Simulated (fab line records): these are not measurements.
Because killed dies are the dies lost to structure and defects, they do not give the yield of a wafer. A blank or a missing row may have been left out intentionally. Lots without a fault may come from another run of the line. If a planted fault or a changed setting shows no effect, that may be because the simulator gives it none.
Chamber matching	flow nandHarc	cmp-03 running NHARC_P_M2_CMP_23: 4 sister chambers
The step polishes, t overpolish 20 s, target thk 144.3 nm. 8 wafers are shown with their chamber, then 7 later ones without.

## WAFERS WITH THEIR CHAMBER
wafer	chamber	motorCurrentA (A)	timeToEndpointS (s)
L081.4	3	12.7	27
L081.6	0	15.8	27
L082.1	1	13.7	27
L082.5	3	12.5	27
L083.1	0	14.9	26
L083.5	2	12.0	26
L084.1	2	12.0	25
L084.5	1	14.0	27

## WAFERS WITH NO CHAMBER GIVEN
wafer	motorCurrentA (A)	timeToEndpointS (s)
L084.6	11.4	25
L088.1	13.3	28
L088.2	15.1	25
L088.4	12.8	28
L093.1	11.8	29
L093.3	12.2	27
L093.4	15.4	26

## WHICH CHAMBER EACH ONE RAN IN
wafer	from the rows above	in truth
L084.6	2	2
L088.1	can't be placed: 1 or 3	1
L088.2	0	0
L088.4	can't be placed: 3 or 1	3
L093.1	3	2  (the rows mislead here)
L093.3	can't be placed: 3 or 2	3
L093.4	0	0
Correct placement for 3 of the 7. Not placeable from these rows: 3 (in 3, the candidates include the true chamber). Placed wrongly: 1.
How it was worked out, from the rows above alone: a wafer's distance from a chamber is the root of the sum, over the readings, of the square of ((its reading less the chamber's mean) divided by the reading's scatter). The wafer belongs to the nearest chamber; if the next one is less than 2 further off, it can't be placed. A chamber's mean is the mean of its shown wafers. The scatter: the root of (the sum of the squares of (reading less its chamber's mean) over the shown wafers, divided by (wafers less chambers)).
